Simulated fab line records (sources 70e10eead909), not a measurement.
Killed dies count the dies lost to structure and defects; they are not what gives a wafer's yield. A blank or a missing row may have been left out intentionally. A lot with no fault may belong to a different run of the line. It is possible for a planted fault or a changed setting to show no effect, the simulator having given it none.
Problem report in the 8D (eight disciplines) form, filled by code    flow nand harc    the parts of the form that need people (team, actions taken, sign-off) are left out

== 1. WHAT IS WRONG ==
Wafers without a fault read 188.44 W, standard deviation 0.13; heater power total W at NHARC_A_SGD_CUT_SOFTBAKE_04 reads a mean of 185.34 W on 6 wafers belonging to 2 lots. Relative to the usual mean, that is a shift of -24 standard deviations.
The step: time 55 s.
First observed at day 25 21:00: wafer L668.4, on litho track-01. The record holds 36 wafers of 12 lots with a number at this step. Rule for "out", or "out of limits": more than 4 standard deviations from the usual mean. The other wafers with a number count as sound.

== 2. WHAT IT IS, AND WHAT IT ISN'T ==
question                     is                      is not
which readings at this step  heater power total W    resist line temp C
which lots                   L668, L671              L654, L656, L657, L658, L659, L661, L662, L663, L667, L676
which wafers of those lots   all that have a number  -
read on which tools          litho track-01          litho track-04, litho track-06
when                         from day 25 21:00       up to then (27 sound wafers); but 3 sound wafers of L676 came after

== 3. SUSPECTS, AND WHAT RULES EACH OUT ==
Counting: a tool at any process step up to the reading remains a suspect when it ran all the lots that are out and ran no sound lot after the first of those.
- pecvd-04 at NHARC_A_STAIRCASE_DEP_151 (deposits SiO2, target thk 7200 nm): kept. It ran every lot that is out, first L668 (day 24 11:35), and no sound lot after that; its last sound lot up to then is L663 (day 22 15:07).
- rie diel-13 at NHARC_A_STAIRCASE_ETCHBACK_157 (etches the open film in CH3F/O2, target depth 90 nm, time 167.14 s): ruled out as a lasting fault. Sound lots L676 ran on it after its first lot that is out, L668 (day 25 20:14).
- litho track-01 at NHARC_A_SGD_CUT_SOFTBAKE_04 (time 55 s): kept. It ran every lot that is out, first L668 (day 25 21:00), and no sound lot after that; its last sound lot up to then is L667 (day 25 08:00). On those wafers its own readings are out: heater power total W.
Left after counting: pecvd-04 at NHARC_A_STAIRCASE_DEP_151, litho track-01 at NHARC_A_SGD_CUT_SOFTBAKE_04.

== 4. THE CAUSE (what the simulator had put in) ==
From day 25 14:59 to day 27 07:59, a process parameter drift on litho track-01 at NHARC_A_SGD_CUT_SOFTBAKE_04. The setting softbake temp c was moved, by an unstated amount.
Counting leaves 2 suspects; this tool is one of them.

== 5. THE CHAIN OF EFFECTS, in route order ==
Each row: a reading where the mean over the struck wafers with a number is more than 3 standard deviations away from the usual. Scope: only readings with a usual standard deviation given in the record; hours: median across lots of the time from each lot's start at the first step in this table that gives one to its start at this step; sigmas: change in usual standard deviations.
hours  step                         reading               usual     on struck wafers  change  sigmas
0      NHARC_A_SGD_CUT_SOFTBAKE_04  heater power total W  188.44 W  185.34            -3.10   -24
The process steps in it:
- NHARC_A_SGD_CUT_SOFTBAKE_04: time 55 s.

== 6. WHAT WOULD HAVE CAUGHT IT SOONER ==
The fault began at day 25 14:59; the first out-of-limits reading in this record came at day 25 21:00, 6 hours later.
